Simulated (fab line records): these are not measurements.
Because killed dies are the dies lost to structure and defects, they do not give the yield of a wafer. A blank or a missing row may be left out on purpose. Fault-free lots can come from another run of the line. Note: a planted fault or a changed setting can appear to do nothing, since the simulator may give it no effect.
Chamber matching :: flow n5-finfet :: thermal-cvd-si-02 running N5_HKMG_FIN_CVD_62: 3 sister chambers
The step deposits a-Si from Si2H6, target thk 3 nm, time 20.8 s. 3 wafers are shown with their chamber, then 12 later ones without.

EACH WAFER AND ITS CHAMBER
wafer: L085.3
chamber: 0
heater-power-outer-w (W): 967

wafer: L089.4
chamber: 1
heater-power-outer-w (W): 965

wafer: L089.6
chamber: 2
heater-power-outer-w (W): 1151

WAFERS WHOSE CHAMBER IS MISSING
wafer: L091.2
heater-power-outer-w (W): 1152

wafer: L091.5
heater-power-outer-w (W): 1010

wafer: L091.6
heater-power-outer-w (W): 1153

wafer: L093.1
heater-power-outer-w (W): 943

wafer: L093.2
heater-power-outer-w (W): 979

wafer: L093.6
heater-power-outer-w (W): 1173

wafer: L095.1
heater-power-outer-w (W): 942

wafer: L095.3
heater-power-outer-w (W): 990

wafer: L095.4
heater-power-outer-w (W): 979

wafer: L097.2
heater-power-outer-w (W): 984

wafer: L097.3
heater-power-outer-w (W): 1165

wafer: L097.5
heater-power-outer-w (W): 1133

WHICH CHAMBER EACH WENT THROUGH
wafer: L091.2
from the rows above: 2
in truth: 2

wafer: L091.5
from the rows above: can't be placed: 0 or 1
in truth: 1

wafer: L091.6
from the rows above: 2
in truth: 2

wafer: L093.1
from the rows above: can't be placed: 1 or 0
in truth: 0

wafer: L093.2
from the rows above: can't be placed: 0 or 1
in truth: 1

wafer: L093.6
from the rows above: 2
in truth: 2

wafer: L095.1
from the rows above: can't be placed: 1 or 0
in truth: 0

wafer: L095.3
from the rows above: can't be placed: 0 or 1
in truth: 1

wafer: L095.4
from the rows above: can't be placed: 0 or 1
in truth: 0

wafer: L097.2
from the rows above: can't be placed: 0 or 1
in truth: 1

wafer: L097.3
from the rows above: 2
in truth: 2

wafer: L097.5
from the rows above: 2
in truth: 2
Placed correctly: 5 of 12. Unplaceable from these rows: 7, with the true chamber sitting among the candidates in 7. Wrongly placed: 0.
How it was worked out, from the rows above alone: a wafer's distance from a chamber is the root of the sum, over the readings, of the square of ((its reading less the chamber's mean) divided by the reading's scatter). The wafer belongs to the nearest chamber; if the next one is less than 2 further off, it can't be placed. For every chamber, the mean is computed from those of its wafers that are shown. The scatter: with one shown wafer a chamber, the root of the mean of the squares of how far each hidden wafer lies from its nearest shown one.
